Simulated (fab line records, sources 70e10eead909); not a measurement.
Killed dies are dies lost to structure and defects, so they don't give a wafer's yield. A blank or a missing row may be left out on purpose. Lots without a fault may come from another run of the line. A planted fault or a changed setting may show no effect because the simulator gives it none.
A struck lot beside a sound one | flow nand_harc | 14 steps out of a route of 1159
Sound: wafers L119.2, L119.4, L119.6. Struck: wafers L130.5, L130.6. (L130.2 of the same lot was not struck and is left out.) The cause comes at the end.
At each step with rows: each side's tool, then ch and its chambers, then its first start. Under that, the readings that differ: sound wafers | struck wafers | difference of the means | sigmas: that difference in standard deviations of wafers without a fault.
alike: readings whose means differ by less than 2 such deviations, and words and numbers that are the same on both sides. not compared: withheld readings, readings that some wafer has no value for, bounds like >300 that may hide the same value, and numbers for which the record gives no deviation and whose values overlap.
The two part at a step that has a row with sigmas, a row that says differs or no value, or rows on one side only. Numbers that don't overlap but have no deviation are shown without sigmas and don't part them. A reading that every wafer of one side lacks parts them only if that side has two wafers or more.

first, 4 steps without rows for these wafers: NHARC_A_WL_FILL_STRIP_28 (strips in post etch residue remover, time 1200 s); NHARC_A_WL_FILL_PRECLEAN_06 (cleans in DIW, time 300 s); NHARC_A_WL_FILL_SRD_07; NHARC_A_WL_FILL_ANNEAL_08 (time 1800 s).
NHARC_A_WL_FILL_ALD_10: deposits SiO2, target thk 50 nm, pulse time 10 s, ald cycles 500.
  sound on ald_hk-02 ch 1,2, day 16 05:30; struck on ald_hk-04 ch 1,2, day 19 07:30
  alike: heater_power_w, precursor_pulse_height_rel
NHARC_A_WL_FILL_ETCHBACK_16: etches the open film in C4F8/O2/Ar, target depth 88 nm, time 17.6 s.
  sound on rie_diel-06 ch 0,3; struck on rie_diel-12 ch 0,1
  alike: oes_product_au, rf_vpp_V
  not compared: rf_hours_counter_h
NHARC_A_WL_FILL_STRIP_29: strips in O2, time 20 s.
  sound on rie_diel-06 ch 0,2, day 16 10:18; struck on rie_diel-12 ch 0,3, day 19 10:11
  alike: drypump_motor_current_A, mfc_ar_sccm, o2_flow_sccm, oes_product_au, rf_vpp_V, showerhead_plenum_p_Torr, throttle_valve_pct
  not compared: rf_hours_counter_h
NHARC_A_WL_FILL_ETCHBACK_17: etches the open film in Cl2/BCl3, target depth 4 nm, time 26.7 s.
  sound on rie_metal-02 ch 0,1, day 16 10:24; struck on rie_metal-03 ch 0,1, day 19 10:16
  alike: drypump_motor_current_A, oes_product_au
  not compared: rf_hours_counter_h
then, 3 steps without rows for these wafers: NHARC_A_WL_FILL_PRECLEAN_18 (cleans in dHF, time 30 s); NHARC_A_WL_FILL_SRD_21; NHARC_A_WL_FILL_CVD_23 (deposits poly-Si, target thk 40 nm, time 800 s).
NHARC_A_WL_FILL_ETCHBACK_26: etches the open film in HBr, target depth 52 nm, time 13.3 s.
  sound on rie_si-05 ch 1,2,3, day 16 15:21; struck on rie_si-03 ch 0,1, day 19 15:18
  reading               | sound             | struck      | difference | sigmas
  oes_product_au (a.u.) | 1.007 1.011 0.980 | 0.922 0.905 | -0.086     | -6
  alike: drypump_motor_current_A, throttle_valve_pct
  not compared: rf_hours_counter_h
then, 1 step without rows for these wafers: NHARC_A_WL_FILL_PRECLEAN_30 (cleans in dHF, time 10 s).
-- the record jumps here: 5 days lie between the struck wafers' starts before and after (it left off in module A_WL_FILL and takes up again in module END, whose first step shown is number 1159 of the route) --
NHARC_END_SORT_01:
  sound on prober-02 ch 0, day 20 05:43; struck on prober-01 ch 0, day 24 05:29
  reading             | sound | struck | difference | sigmas
  killed_at_periphery | 5 6 9 | 3 1    | -5         | -2
  alike: killed_at_array, killed_at_other, killed_dies, killed_open, killed_short

WHERE THEY PART
First at NHARC_A_WL_FILL_ETCHBACK_26; last, within this record, at NHARC_END_SORT_01.

WHY: what the simulator had put in
Process parameter drift: rie_si-03, from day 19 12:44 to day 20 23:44, at NHARC_A_WL_FILL_ETCHBACK_26. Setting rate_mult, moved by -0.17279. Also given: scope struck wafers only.
